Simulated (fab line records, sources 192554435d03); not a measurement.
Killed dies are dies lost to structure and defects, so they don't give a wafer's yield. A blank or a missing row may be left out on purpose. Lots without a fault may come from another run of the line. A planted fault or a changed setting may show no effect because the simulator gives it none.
Chamber matching | flow n5_finfet | N5_BEOL_M4_ETCH_77 on rie_diel-06: 4 sister chambers
The step etches underlayer in N2/H2, target depth 6.5 nm, time 5.2 s. 4 wafers are shown with their chamber, then 7 later ones without.

WAFERS WITH THEIR CHAMBER
wafer  | chamber | showerhead_plenum_p_Torr (Torr)
L090.1 | 0       | 2.69
L090.2 | 2       | 2.48
L092.1 | 1       | 2.51
L092.2 | 3       | 2.72

WAFERS WITHOUT THEIR CHAMBER
wafer  | showerhead_plenum_p_Torr (Torr)
L092.6 | 2.47
L094.1 | 2.47
L094.3 | 2.72
L094.4 | 2.51
L096.1 | 2.47
L096.5 | 2.68
L096.6 | 2.51

WHICH CHAMBER EACH WENT THROUGH
wafer  | from the rows above | in truth
L092.6 | 2                   | 2
L094.1 | 2                   | 2
L094.3 | 3                   | 3
L094.4 | 1                   | 1
L096.1 | 2                   | 2
L096.5 | 0                   | 0
L096.6 | 1                   | 1
Placed correctly: 7 of 7. Can't be placed from these rows: 0. Placed wrongly: 0.
How it was worked out, from the rows above alone: a wafer's distance from a chamber is the root of the sum, over the readings, of the square of ((its reading less the chamber's mean) divided by the reading's scatter). The wafer belongs to the nearest chamber; if the next one is less than 2 further off, it can't be placed. A chamber's mean is the mean of its shown wafers. The scatter: with one shown wafer a chamber, the root of the mean of the squares of how far each hidden wafer lies from its nearest shown one.
